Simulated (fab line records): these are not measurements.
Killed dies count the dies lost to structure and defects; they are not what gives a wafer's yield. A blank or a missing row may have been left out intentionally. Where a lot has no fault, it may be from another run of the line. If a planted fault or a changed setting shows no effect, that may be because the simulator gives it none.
A lot that was struck, set against a sound lot / flow n5_finfet / 39 out of 1938 route steps
Sound: the wafers L680.2, L680.3, L680.4. Wafers L671.1, L671.5, L671.6 were the ones struck. The cause is given at the end.
For every step that has rows: the tool of each side, followed by ch and its chambers, followed by its first start. Under that, the readings that differ: sound wafers / struck wafers / difference of the means / sigmas: that difference in standard deviations of wafers without a fault.
alike: readings with means less than 2 such deviations apart, plus words and numbers identical on both sides. not compared: withheld readings, readings lacking a value on some wafer, bounds such as >300 that could conceal the same value, and numbers that have no deviation in the record and whose values overlap.
The two part at a step that has a row with sigmas, a row that says differs or no value, or rows on one side only. Numbers that have no deviation but don't overlap get no sigmas and don't part them. A reading that every wafer of one side lacks parts them only if that side has two wafers or more.

first, 10 steps without rows for these wafers: N5_MOL_CONTACT_COAG_CO_FILL_22 (material Co, precursor CCTBA/H2, target thk 20 nm); N5_MOL_CONTACT_COAG_ANNEAL_113 (time 300 s); N5_MOL_CONTACT_COAG_PRE_CLEAN_142 (time 60 s); N5_MOL_CONTACT_COAG_SPUTTER_130 (material Co, target thk 47.5 nm); N5_MOL_CONTACT_COAG_PRECLEAN_125 (cleans in DIW, time 57.5 s); N5_MOL_CONTACT_COAG_SRD_126 (dry time 32 s); N5_MOL_CONTACT_COAG_CMP_23 (polishes, stops on SiO2, t overpolish 1.5 s, target thk 0 nm); N5_MOL_CONTACT_COAG_WET_ETCH_26 (target Co, target depth 13 nm); N5_MOL_CONTACT_COAG_WET_ETCH_116 (etches the open film in SC1-inhibited, target depth 4.6 nm, rinse time 30 s); N5_MOL_CONTACT_COAG_ALD_27 (deposits SiOC, target thk 17 nm, pulse time 1.5 s, time 2720 s).
N5_MOL_CONTACT_COAG_CMP_28: polishes, stops on SiNx, t overpolish 0.85 s, target thk 14.522 nm.
  sound on cmp-03 ch 0,1,3, day 8 12:37; struck on cmp-03 ch 0,2,3, day 6 11:31
  no value came back on the struck wafers for edge_zone_pressure_frac, head_pressure_psi (psi), motor_current_A (A), time_to_endpoint_s (s); on the sound wafers edge_zone_pressure_frac reads 0.996 0.995 1.001
reading=model.SiOC_of_MOL_CONTACT_COAG_ALD_27.thk_nm (nm); sound=14.4 14.2 15.8; struck=17.2 17 17; difference=+2.3; sigmas=
  not compared: model.SiNx_of_GATE_CUT_SAC_CAP_01.thk_nm
then, 23 steps without rows for these wafers: N5_MOL_CONTACT_COAG_ALD_123 (deposits SiNx, target thk 5 nm, pulse time 1 s, purge time 2 s); N5_MOL_CONTACT_COAG_PECVD_31 (deposits SiO2 from TEOS/O2, target thk 46 nm, time 8.9 s); N5_MOL_CONTACT_COAG_COAT_75 (time 60 s, resist thk 60 nm); N5_MOL_CONTACT_COAG_COAT_76 (time 60 s, resist thk 10 nm); N5_MOL_CONTACT_COAG_COAT_77 (time 60 s, resist thk 10 nm); N5_MOL_CONTACT_COAG_COAT_78 (resist thk 40 nm); N5_MOL_CONTACT_COAG_EBR_80; N5_MOL_CONTACT_COAG_SOFTBAKE_79 (time 60 s); N5_MOL_CONTACT_COAG_EXPOSE_81 (exposes mask VG, defocus 0 nm); N5_MOL_CONTACT_COAG_PEB_82 (peb time 60 s); N5_MOL_CONTACT_COAG_DEVELOP_83 (develop time 30 s); N5_MOL_CONTACT_COAG_DESCUM_88 (chemistry O2, time 7 s); N5_MOL_CONTACT_COAG_ETCH_89 (etches underlayer in N2/H2, target depth 13 nm, time 10.4 s); N5_MOL_CONTACT_COAG_ETCH_90 (etches SiARC in CF4, target depth 13 nm, time 21.7 s); N5_MOL_CONTACT_COAG_ALD_131 (deposits SiO2, target thk 5 nm, pulse time 1 s, co reactant pulse time 1 s); N5_MOL_CONTACT_COAG_ETCHBACK_132 (etches SiO2 in CHF3, target depth 10 nm, time 6.7 s); N5_MOL_CONTACT_COAG_ETCH_91 (etches SOC in N2/H2, target depth 60 nm, overetch 21 nm, time 101.2 s); N5_MOL_CONTACT_COAG_STRIP_92 (strips in N2/H2); N5_MOL_CONTACT_COAG_STRIP_93 (strips in N2/H2); N5_MOL_CONTACT_COAG_ETCHBACK_135 (etches SiO2 in CHF3, target depth 25 nm, time 16.7 s); N5_MOL_CONTACT_COAG_STRIP_118 (strips in CHF3); N5_MOL_CONTACT_COAG_VIA_ETCH_46 (etches SiO2 in C4F6/O2, target depth 46 nm, overetch 9.2 nm, time 40 s); N5_MOL_CONTACT_COAG_STRIP_96 (strips in N2/H2).
N5_MOL_CONTACT_COAG_ETCH_47: etches SiNx in CH3F/O2, stops on W, target depth 27 nm.
  sound on rie_diel-05 ch 0,1,2, day 8 15:05; struck on rie_diel-05 ch 2,3, day 6 13:24
  alike: drypump_motor_current_A, etch_rf_on_time_s, mfc_ar_sccm, oes_product_au, rf_vpp_V, showerhead_plenum_p_Torr, throttle_valve_pct
  not compared: rf_hours_counter_h, model.etch.depth_nm, model.MOL_CONTACT_COAG.feature_depth_nm
then, 1 step without rows for these wafers: N5_MOL_CONTACT_COAG_STRIP_119 (strips in N2/H2, time 30 s).
N5_MOL_CONTACT_COAG_ETCH_48: etches SiOC in C4F6/O2, target depth 15 nm, overetch 4.5 nm, time 17 s.
  sound on rie_diel-04 ch 0,1,3, day 8 16:37; struck on rie_diel-01 ch 1,2,3, day 6 14:55
reading=oes_product_au (a.u.); sound=0.74 0.58 0.60; struck=1.12 1.10 1.02; difference=+0.44; sigmas=+5
reading=model.etch.depth_nm (nm); sound=14.47 14.19 15.83; struck=17.1 16.94 17.02; difference=+2.2; sigmas=
  alike: drypump_motor_current_A, mfc_ar_sccm, rf_vpp_V, showerhead_plenum_p_Torr, throttle_valve_pct
  not compared: rf_hours_counter_h
N5_BEOL_M4_RC_MEAS_101:
  the record has rows for the sound wafers here (prober-01 ch 0, day 15 13:53) and none for the struck ones
-- here the record skips 11 days between the struck wafers' starts before and after, leaving off in module BEOL_M4 and picking up in module PASSIVATION (first step shown: number 1936 of the route) --
N5_PASSIVATION_PROBE_49:
  sound on prober-02 at day 20 06:11; struck on prober-01 at day 17 19:23
reading=defect_limited_yield (%); sound=91.3 90.0 90.0; struck=0 0 0; difference=-90; sigmas=-65
reading=killed_at_M4_up; sound=31 21 20; struck=20 5 15; difference=-11; sigmas=-2
reading=killed_at_contacts; sound=3 9 8; struck=1066 1092 1092; difference=+1077; sigmas=+99 or more
reading=killed_dies; sound=103 118 118; struck=1180 1180 1180; difference=+1067; sigmas=+63
reading=killed_on_rim; sound=13 18 20; struck=152 152 152; difference=+135; sigmas=+31
reading=sort_bin_5_function (%); sound=4.6 6.5 6.4; struck=95.1 96.9 95.8; difference=+90.1; sigmas=+93
reading=sort_n_pass; sound=1077 1062 1062; struck=0 0 0; difference=-1067; sigmas=-63
reading=sort_yield_pct (%); sound=91.3 90.0 90.0; struck=0 0 0; difference=-90; sigmas=-65
  alike: killed_at_M0_to_M3, killed_at_front_end, killed_at_other, killed_open, killed_short, sort_bin_6_memory

## WHERE THEY PART
Last at N5_PASSIVATION_PROBE_49 as far as this record goes, first at N5_MOL_CONTACT_COAG_CMP_28.

WHY: whatever the simulator had introduced
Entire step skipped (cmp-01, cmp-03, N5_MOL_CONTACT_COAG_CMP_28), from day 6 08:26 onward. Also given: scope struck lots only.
